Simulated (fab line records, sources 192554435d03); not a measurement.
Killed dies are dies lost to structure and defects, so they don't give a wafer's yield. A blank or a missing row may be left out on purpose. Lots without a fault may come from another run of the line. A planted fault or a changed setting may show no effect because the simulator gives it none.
Chamber matching | flow n5_finfet | N5_BEOL_M13_ETCH_68 on rie_diel-03: 4 sister chambers
The step etches SOC in N2/H2, time 355 s. 14 wafers are shown with their chamber, then 7 later ones without.

WAFERS WITH THEIR CHAMBER
wafer  | chamber | showerhead_plenum_p_Torr (Torr) | drypump_motor_current_A (A) | throttle_valve_pct (%)
L077.1 | 2       | 2.63                            | 5.0                         | 17.87
L077.2 | 0       | 2.50                            | 5.6                         | 18.06
L077.5 | 0       | 2.50                            | 5.6                         | 18.05
L083.1 | 0       | 2.50                            | 5.6                         | 18.07
L083.5 | 0       | 2.50                            | 5.6                         | 18.07
L083.6 | 3       | 2.57                            | 5.4                         | 17.88
L082.3 | 3       | 2.57                            | 5.4                         | 17.90
L082.5 | 3       | 2.57                            | 5.3                         | 17.89
L082.6 | 2       | 2.63                            | 5.0                         | 17.89
L087.3 | 1       | 2.42                            | 6.1                         | 17.63
L087.4 | 1       | 2.42                            | 6.1                         | 17.63
L087.6 | 3       | 2.57                            | 5.4                         | 17.91
L090.2 | 3       | 2.57                            | 5.4                         | 17.91
L090.4 | 2       | 2.62                            | 5.0                         | 17.89

SIGNATURES (means of the wafers above)
reading                  | chamber 0 | chamber 1 | chamber 2 | chamber 3 | scatter within a chamber
showerhead_plenum_p_Torr | 2.5000    | 2.4200    | 2.6267    | 2.5700    | 0.00258
drypump_motor_current_A  | 5.600     | 6.100     | 5.000     | 5.380     | 0.0283
throttle_valve_pct       | 18.0625   | 17.6300   | 17.8833   | 17.8980   | 0.0111
Rule: a wafer's distance from a chamber is the root of the sum, over the readings, of the square of ((its reading less the chamber's mean) divided by the reading's scatter). The wafer belongs to the nearest chamber; if the next one is less than 2 further off, it can't be placed. The scatter: the root of (the sum of the squares of (reading less its chamber's mean) over the shown wafers, divided by (wafers less chambers)).

WAFERS WITHOUT THEIR CHAMBER
wafer  | showerhead_plenum_p_Torr (Torr) | drypump_motor_current_A (A) | throttle_valve_pct (%)
L090.5 | 2.41                            | 6.1                         | 17.65
L096.1 | 2.49                            | 5.6                         | 17.65
L096.3 | 2.56                            | 5.4                         | 17.93
L096.6 | 2.49                            | 5.6                         | 17.65
L094.1 | 2.61                            | 5.0                         | 17.93
L094.2 | 2.41                            | 6.1                         | 17.67
L094.6 | 2.49                            | 5.5                         | 17.65

WHICH CHAMBER EACH WENT THROUGH
wafer  | from the rows above | in truth
L090.5 | 1                   | 1
L096.1 | 1                   | 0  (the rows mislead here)
L096.3 | 3                   | 3
L096.6 | 1                   | 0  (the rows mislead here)
L094.1 | 2                   | 2
L094.2 | 1                   | 1
L094.6 | 1                   | 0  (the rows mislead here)
Placed correctly: 4 of 7. Can't be placed from these rows: 0. Placed wrongly: 3.
